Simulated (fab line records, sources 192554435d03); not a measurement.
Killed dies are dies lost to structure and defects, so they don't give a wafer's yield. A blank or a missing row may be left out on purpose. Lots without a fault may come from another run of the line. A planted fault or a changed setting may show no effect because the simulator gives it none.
Chamber matching | flow n5_finfet | N5_SD_EPI_P_ETCH_37 on rie_diel-04: 4 sister chambers
The step etches SOC in N2/H2, overetch 108 nm, time 486 s. 4 wafers are shown with their chamber, then 9 later ones without.

WAFERS WITH THEIR CHAMBER
wafer  | chamber | showerhead_plenum_p_Torr (Torr)
L081.1 | 0       | 2.63
L084.5 | 2       | 2.52
L086.1 | 1       | 2.47
L086.5 | 3       | 2.54

WAFERS WITHOUT THEIR CHAMBER
wafer  | showerhead_plenum_p_Torr (Torr)
L088.3 | 2.47
L088.5 | 2.51
L088.6 | 2.54
L089.1 | 2.51
L089.3 | 2.54
L089.6 | 2.54
L097.1 | 2.46
L097.3 | 2.54
L097.6 | 2.54

WHICH CHAMBER EACH WENT THROUGH
wafer  | from the rows above | in truth
L088.3 | 1                   | 1
L088.5 | 2                   | 2
L088.6 | 3                   | 3
L089.1 | 2                   | 2
L089.3 | 3                   | 3
L089.6 | 3                   | 3
L097.1 | 1                   | 1
L097.3 | 3                   | 3
L097.6 | 3                   | 3
Placed correctly: 9 of 9. Can't be placed from these rows: 0. Placed wrongly: 0.
How it was worked out, from the rows above alone: a wafer's distance from a chamber is the root of the sum, over the readings, of the square of ((its reading less the chamber's mean) divided by the reading's scatter). The wafer belongs to the nearest chamber; if the next one is less than 2 further off, it can't be placed. A chamber's mean is the mean of its shown wafers. The scatter: with one shown wafer a chamber, the root of the mean of the squares of how far each hidden wafer lies from its nearest shown one.
